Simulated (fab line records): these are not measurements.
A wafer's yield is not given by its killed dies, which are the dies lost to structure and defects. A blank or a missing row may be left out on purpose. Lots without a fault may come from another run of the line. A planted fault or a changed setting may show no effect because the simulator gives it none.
fab line records | flow nandHarc
record: lots: 11 wafers: 33 lastDay: 33
route steps=1302 shown A_SLIT@942 A_SIN_REMOVE@948 A_WL_FILL@952 END@1302
lots with no fault: from the same line, run without faults
startH: hours from the record's first day to the start of the lot's first wafer shown | waitH: how many hours have passed since the lot's step before this one | " identical to the entry in the row above | L1.1+2: one row covering several wafers at once | - no value present, or no start provided | * or withheld: withheld | < > ~ a bound
route shown NAME@n: NAME is a module with steps in the file, n the number in the route of the first one | usual: mean/standard deviation taken from wafers without a fault | same: alike in all rows | chamber/n: place in a boat | sites: the reading at each site | _std_site: how widely they spread, as a standard deviation | _edge_site: the outer-site mean with the inner-site mean subtracted | radiusMm: how far each site lies from the wafer's centre | mask NAME#n: copy n | behind: the most recent tool/chamber to have shaped the wafer | hold: why the lot went on hold/how many hours it stayed there/how the hold came to an end | device: transistor that didn't switch, given as n, p or np | end of line: the tests these same wafers got at the end of their route | for a step that has no rows: nothing shown but its recipe | killed: the dies lost at the first sort to structure and to defects; this is not the yield of the wafer | map: the dies of a wafer, with x for killed, . for not killed, _ for no die there
set.NAME: the run value of the setting; set.NAME@STEP: its run value at that earlier step | model.NAME: the simulator's own value behind a step, which no gauge read
steps of the route over a sample of lots; a table a step, a row a wafer
services: from which hour (startH, from the record's first day; less than 0 if before it) a tool's chamber was out of use, for how many hours, and why
== steps ==
step: NHARC_A_SLIT_ETCH_29
recipe: targetDepthA: 1000 overetchA: 100 timeS: 55 ionEnergyEv: 100 cf4FlowSccm: 80 o2FlowSccm: 20 arFlowSccm: 0 rfW: 300 biasW: 100 chemistry: CF4/O2
usual: drypumpMotorCurrentA: 5.9/0.56 mfcArSccm: 0.015/0.018 oes_ar_750_au: 1.000/0.005 oesProductAu: 0.999/0.011 rfVppV: 197.9/1.1 showerheadPlenumPTorr: 1.34/0.033 throttleValvePct: 13.397/0.0091
columns lot.wafer tool chamber startH waitH drypumpMotorCurrentA mfcArSccm oes_ar_750_au oesProductAu rfHoursCounterH rfVppV showerheadPlenumPTorr throttleValvePct
L605.3 rieDiel-03 1 480.30 0.1 6.1 0 1.001 0.992 1.0 196.9 1.27 13.408
L605.4 " 3 " " 6.4 0 0.997 1.009 0.5 199.5 1.31 13.395
L605.1 " 0 " " 6.8 0.016 1.012 1.003 0.7 198.5 1.35 13.381
L608.2 rieDiel-03 0 488.31 0.1 6.8 0.016 1.004 0.988 1.1 198.2 1.35 13.384
L608.5 " 1 " " 6.1 0 0.997 0.986 - 196.5 1.27 13.389
L608.6 " 2 " " 5.2 0.038 0.994 0.996 - 198.4 1.33 13.418
L606.3 rieDiel-02 3 493.98 0.1 5.9 0 1.004 0.981 5.3 197.7 1.36 13.398
L606.2 " 1 " " 5.8 0.035 1.000 0.996 6.7 197.4 1.36 13.376
L606.6 " 3 " " 5.9 0 0.997 0.970 - 198.1 1.36 13.394
L610.1 rieDiel-05 1 496.24 0.1 5.1 0 0.995 0.996 8.1 196.8 1.36 13.382
L610.6 " 2 " " 6.5 0 0.999 0.998 - 200.1 1.38 13.400
L610.5 " 3 " " 6.2 0.026 1.001 0.994 - 196.2 1.28 13.394
L611.1 rieDiel-03 2 515.15 0.1 5.2 0.038 1.003 1.009 2.9 198.5 1.32 13.392
L611.2 " 0 " " 6.8 0.016 1.004 1.001 2.5 198.7 1.35 13.372
L611.6 " 3 " " 6.4 0 1.002 1.002 - 197.3 1.31 13.400
L612.1 rieDiel-05 1 546.67 0.1 5.1 0 1.004 0.999 10.4 198.0 1.36 13.397
L612.3 " 3 " " 6.3 0.026 1.000 1.007 7.9 197.2 1.28 13.389
L612.6 " 1 " " 5.1 0 0.995 1.000 - 198.6 1.36 13.396
L614.1 rieDiel-02 1 562.85 0.1 5.7 0.035 0.997 0.990 9.6 198.1 1.36 13.396
L614.5 " 0 " " 5.3 0 1.003 1.002 - 197.2 1.36 13.401
L614.6 " 1 " " 5.8 0.035 0.994 0.992 - 199.2 1.36 13.408
L616.4 rieDiel-03 0 573.28 0.1 6.8 0.016 1.002 0.994 5.1 197.8 1.35 13.388
L616.1 " 1 " " 6.1 0 1.004 0.993 4.8 196.4 1.27 13.410
L616.6 " 3 " " 6.4 0 1.002 0.995 - 196.2 1.31 13.394
L617.4 rieDiel-02 0 595.46 0.1 5.3 0 0.996 1.002 1.7 197.5 1.36 13.400
L617.2 " 2 " " 6.5 0.044 1.004 0.990 1.3 197.2 1.32 13.393
L617.5 " 3 " " 5.9 0 1.004 0.980 - 197.7 1.36 13.389
L626.2 rieDiel-03 3 674.21 0.1 6.4 0 1.002 1.009 2.3 196.1 1.31 13.387
L626.1 " 0 " " 6.8 0.016 0.994 1.000 2.5 198.3 1.35 13.404
L626.3 " 2 " " 5.2 0.038 0.999 1.002 2.7 197.1 1.32 13.413
L628.4 rieDiel-02 0 689.83 0.1 5.3 0 0.993 1.010 6.8 196.9 1.35 13.406
L628.2 " 2 " " 6.5 0.044 0.985 0.993 5.4 197.5 1.32 13.400
L628.6 " 3 " " 5.9 0 0.998 0.995 - 198.3 1.36 13.394
step: NHARC_A_SIN_REMOVE_PRECLEAN_01
recipe: timeS: * tempC: 50 bathAgeMin: 0 chemistry: SC1
usual: bathHeatDutyPct: 7.3/0.83
columns lot.wafer tool chamber startH waitH bathHeatDutyPct
L605.1 wetBench-03 3 487.34 0.0 6.0
L605.3 " 6 " " 7.7
L605.4 " 0 " " 6.1
L608.5 wetBench-02 6 495.22 0.0 6.9
L608.6 " 7 " " 7.0
L608.2 " 0 " " 6.3
L606.6 wetBench-02 7 500.98 0.0 7.8
L606.3 " 0 " " 6.3
L606.2 " 2 " " 6.7
L610.1 wetBench-03 3 504.33 0.0 6.5
L610.5 " 7 " " 6.9
L610.6 " 0 " " 6.2
L611.1 wetBench-03 2 522.17 0.0 7.2
L611.2 " 4 " " 7.8
L611.6 " 6 " " 7.5
L612.3 wetBench-02 7 553.66 0.0 7.8
L612.1 " 1 " " 8.2
L612.6 " 2 " " 6.5
L614.1 wetBench-02 1 569.13 0.0 7.8
L614.5 " 3 " " 8.4
L614.6 " 4 " " 7.4
L616.4 wetBench-01 5 580.13 0.0 7.5
L616.1 " 7 " " 6.2
L616.6 " 0 " " 6.5
L617.2 wetBench-03 4 602.44 0.0 7.9
L617.5 " 6 " " 6.9
L617.4 " 0 " " 7.5
L626.2 wetBench-02 7 681.25 0.0 7.6
L626.3 " 3 " " 7.6
L626.1 " 4 " " 8.1
L628.4 wetBench-03 6 696.78 0.0 7.0
L628.6 " 7 " " 6.0
L628.2 " 1 " " 7.5
step: NHARC_A_SIN_REMOVE_INSPECT_04
usual: rawDefectCount: 371/90
columns lot.wafer tool chamber startH waitH rawDefectCount
L605.1 defectInspect-01 - 487.52 0.0 336
L605.3 " - " " 367
L605.4 " - " " 320
L608.2 defectInspect-01 - 495.41 0.0 307
L608.5 " - " " 260
L608.6 " - " " 298
L606.2 defectInspect-01 - 501.15 0.0 301
L606.3 " - " " 358
L606.6 " - " " 357
L610.1 defectInspect-01 - 504.51 0.0 490
L610.5 " - " " 318
L610.6 " - " " 392
L611.1 defectInspect-01 - 522.35 0.0 705
L611.2 " - " " 361
L611.6 " - " " 363
L612.1 defectInspect-02 - 553.84 0.0 386
L612.3 " - " " 316
L612.6 " - " " 333
L614.1 defectInspect-01 - 569.30 0.0 381
L614.5 " - " " 442
L614.6 " - " " 423
L616.1 defectInspect-01 - 580.30 0.0 320
L616.4 " - " " 281
L616.6 " - " " 308
L617.2 defectInspect-02 - 602.62 0.0 396
L617.4 " - " " 281
L617.5 " - " " 250
L626.1 defectInspect-02 - 681.44 0.1 1836
L626.2 " - " " 304
L626.3 " - " " 486
L628.2 defectInspect-02 - 696.96 0.0 431
L628.4 " - " " 330
L628.6 " - " " 375
step: NHARC_A_WL_FILL_ALD_00
recipe: targetThkA: 30 pulseTimeS: 3 aldCycles: 30 tempC: 300 material: Al2O3
usual: heaterPowerW: 490/62 precursorPulseHeightRel: 0.999/0.02
columns lot.wafer tool chamber startH waitH heaterPowerW precursorPulseHeightRel
L605.1 aldHk-01 3 487.59 0.1 509 0.992
L605.4 " 0 " " 447 0.953
L605.3 " 2 " " 433 1.032
L608.2 aldHk-04 2 495.67 0.3 570 1.035
L608.5 " 1 " " 471 0.971
L608.6 " 2 " " 566 1.019
L606.3 aldHk-04 2 501.25 0.1 586 0.990
L606.2 " 3 " " 561 1.050
L606.6 " 1 " " 464 1.008
L610.1 aldHk-01 1 504.66 0.1 400 0.978
L610.5 " 2 " " 430 1.010
L610.6 " 3 " " 501 1.004
L611.2 aldHk-04 2 522.42 0.1 579 0.989
L611.1 " 1 " " 455 0.987
L611.6 " 3 " " 556 0.978
L612.1 aldHk-01 0 553.91 0.1 422 0.999
L612.3 " 3 " " 520 1.016
L612.6 " 0 " " 425 0.979
L614.1 aldHk-04 2 569.37 0.1 584 1.030
L614.6 " 2 " " 580 1.020
L614.5 " 3 " " 558 0.997
L616.4 aldHk-01 0 581.04 0.7 443 1.015
L616.1 " 1 " " 398 0.955
L616.6 " 0 " " 433 0.967
L617.4 aldHk-03 3 602.71 0.1 453 1.039
L617.2 " 1 " " 468 0.970
L617.5 " 2 " " 619 1.007
L626.2 aldHk-04 0 681.57 0.1 539 1.007
L626.1 " 1 " " 447 0.982
L626.3 " 2 " " 551 0.982
L628.4 aldHk-04 3 697.13 0.2 509 0.972
L628.2 " 0 " " 542 0.994
L628.6 " 1 " " 448 0.989
step: NHARC_A_WL_FILL_CVD_03
recipe: targetThkA: 400 tempC: 300 pressureTorr: 40 wf6FlowSccm: 40 h2FlowSccm: 1600 arFlowSccm: 1560 timeS: 279 material: W
usual: heaterPowerW: 493/63 mfcArSccm: 1560/4.2 mfcH2Sccm: 1600/4.6 throttleValvePct: 8.1/0.43
columns lot.wafer tool chamber startH waitH heaterPowerW mfcArSccm mfcH2Sccm throttleValvePct
L605.1 cvdW-02 0 488.50 0.1 503 1567 1604 8.3
L605.4 " 0 " " 520 1559 1601 8.5
L605.3 " 1 " " 554 1554 1597 7.8
L608.2 cvdW-02 0 496.56 0.1 517 1555 1608 8.3
L608.5 " 0 " " 522 1565 1613 8.3
L608.6 " 1 " " 575 1558 1596 7.5
L606.2 cvdW-01 1 502.14 0.1 494 1564 1607 8.7
L606.3 " 1 " " 513 1559 1610 8.5
L606.6 " 1 " " 509 1563 1597 8.6
L610.1 cvdW-02 1 505.55 0.1 559 1568 1603 7.7
L610.5 " 0 " " 518 1558 1593 8.4
L610.6 " 1 " " 556 1567 1605 7.8
L611.2 cvdW-02 0 523.33 0.1 513 1556 1598 8.5
L611.1 " 1 " " 544 1561 1601 7.8
L611.6 " 1 " " 548 1557 1605 7.9
L612.1 cvdW-02 1 554.88 0.1 560 1564 1603 8.0
L612.3 " 0 " " 510 1558 1591 8.6
L612.6 " 1 " " 555 1562 1594 7.8
L614.1 cvdW-01 0 570.35 0.1 366 1570 1600 7.5
L614.6 " 1 " " 507 1558 1606 8.6
L614.5 " 0 " " 359 1566 1594 7.4
L616.1 cvdW-02 0 582.45 0.4 514 1563 1594 8.6
L616.4 " 1 " " 544 1566 1610 8.1
L616.6 " 0 " " 519 1560 1595 8.4
L617.2 cvdW-02 0 603.68 0.1 505 1556 1594 8.6
L617.4 " 0 " " 508 1553 1607 8.6
L617.5 " 0 " " 510 1546 1603 8.6
L626.1 cvdW-02 0 682.78 0.1 483 1553 1600 8.5
L626.2 " 1 " " 523 1557 1598 8.0
L626.3 " 1 " " 527 1560 1602 8.1
L628.2 cvdW-02 1 698.11 0.1 521 1560 1607 8.0
L628.4 " 1 " " 516 1560 1600 8.2
L628.6 " 1 " " 520 1558 1603 7.7
step: NHARC_END_SORT_01
recipe: tempC: 25
usual: killedAtArray: 49/18 killedAtOther: 0.8/1 killedAtPeriphery: 4.2/2.8 killedDies: 54/18 killedOpen: 3.0/1.7 killedShort: 2.5/1.6
same: grossDies: 677
columns lot.wafer tool chamber startH waitH killedAtArray killedAtOther killedAtPeriphery killedDies killedOpen killedShort
L626.1 prober-02 0 775.49 2.5 158 0 3 161 4 2
L626.2 prober-02 0 776.29 2.8 66 0 3 69 3 4
L626.3 prober-02 0 777.09 3.1 33 0 5 38 4 2
killed by level:class
L626.1 A_SIN_REMOVE:unspecified=98 A_SLIT:chamberFilmFlake=33 A_CHANNEL_HOLE_D2:chamberFilmFlake=17 A_CONTACT:chamberFilmFlake=2 P_M0:geometricParticle:open=1 A_SOURCE_PLATE:geometricParticle:open=1 A_SOURCE_PLATE:geometricParticle:short=1 A_ONON_D2:geometricParticle:open=1
L626.2 A_CHANNEL_HOLE_D2:chamberFilmFlake=33 A_SLIT:chamberFilmFlake=20 A_CONTACT:chamberFilmFlake=6 P_M0:geometricParticle:short=2 A_CHANNEL_HOLE_D1:geometricParticle:open=1 A_ONON_D2:geometricParticle:short=1 A_ONON_D2:geometricParticle:open=1 A_CHANNEL_HOLE_D2:geometricParticle:short=1
L626.3 A_SLIT:chamberFilmFlake=12 A_CHANNEL_HOLE_D2:chamberFilmFlake=11 P_ZERO_WELL:chamberFilmFlake=3 A_CONTACT:chamberFilmFlake=3 P_GATE:geometricParticle:open=1 P_M0:geometricParticle:short=1 A_SOURCE_PLATE:geometricParticle:short=1 A_ONON_D2:geometricParticle:open=1
== services ==
columns tool chamber startH hours kind
rieDiel-02 3 458.19 11.3 repair
rieDiel-03 - 458.30 9.0 pm
aldHk-01 - 476.66 10.0 pm
wetBench-02 - 530.56 1.0 repair
cvdW-01 - 547.12 13.0 pm
wetBench-03 - 562.40 8.0 pm
rieDiel-02 - 570.89 9.0 pm
aldHk-03 - 571.62 10.0 pm
cvdW-02 0 579.05 2.6 repair
aldHk-03 - 582.38 1.3 repair
rieDiel-05 - 583.64 9.0 pm
wetBench-02 - 596.00 8.0 pm
rieDiel-02 0 621.41 3.1 repair
aldHk-04 - 622.47 1.4 repair
wetBench-01 - 629.61 8.0 pm
cvdW-02 - 631.12 13.0 pm
rieDiel-03 - 635.30 9.0 pm
rieDiel-05 2 635.47 6.6 repair
rieDiel-05 - 636.64 0.2 repair
aldHk-01 - 654.66 10.0 pm
rieDiel-02 1 662.85 3.1 repair
rieDiel-03 1 669.04 20.1 repair
rieDiel-03 2 680.61 12.1 repair
cvdW-01 0 682.25 1.3 repair
== key ==
firstSign: step: NHARC_A_SIN_REMOVE_INSPECT_04 reading: rawDefectCount direction: up sigmas: 16 usual: 371 struck: 1836
effect: step: NHARC_END_SORT_01 reading: killedAtArray direction: up sigmas: 6 usual: 49 struck: 158
moreKillsBornAt: NHARC_A_SIN_REMOVE_PRECLEAN_01@wetBench-02: 98
metAt NHARC_A_SIN_REMOVE_PRECLEAN_01
struckLots L626
struckWafers L626.1
testerLeftOut L626
notActingAt NHARC_A_SLIT_ETCH_29,NHARC_A_WL_FILL_ALD_00,NHARC_A_WL_FILL_CVD_03
onsetBetween 569.13 681.25
fault: kind: chamberParticleSource tool: wetBench-02 chamber: 4 onsetH: 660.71 steps: NHARC_A_SIN_REMOVE_PRECLEAN_01 ratePerVisitCm2: 2.1141 endH: 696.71
testerLeftOut: of these lots the tester's yield and bins aren't shown, on N5 and GAA mostly nor the transistor test; their killed dies are dies lost to structure and defects alone, not to doping, threshold or leakage, so they don't give the yield
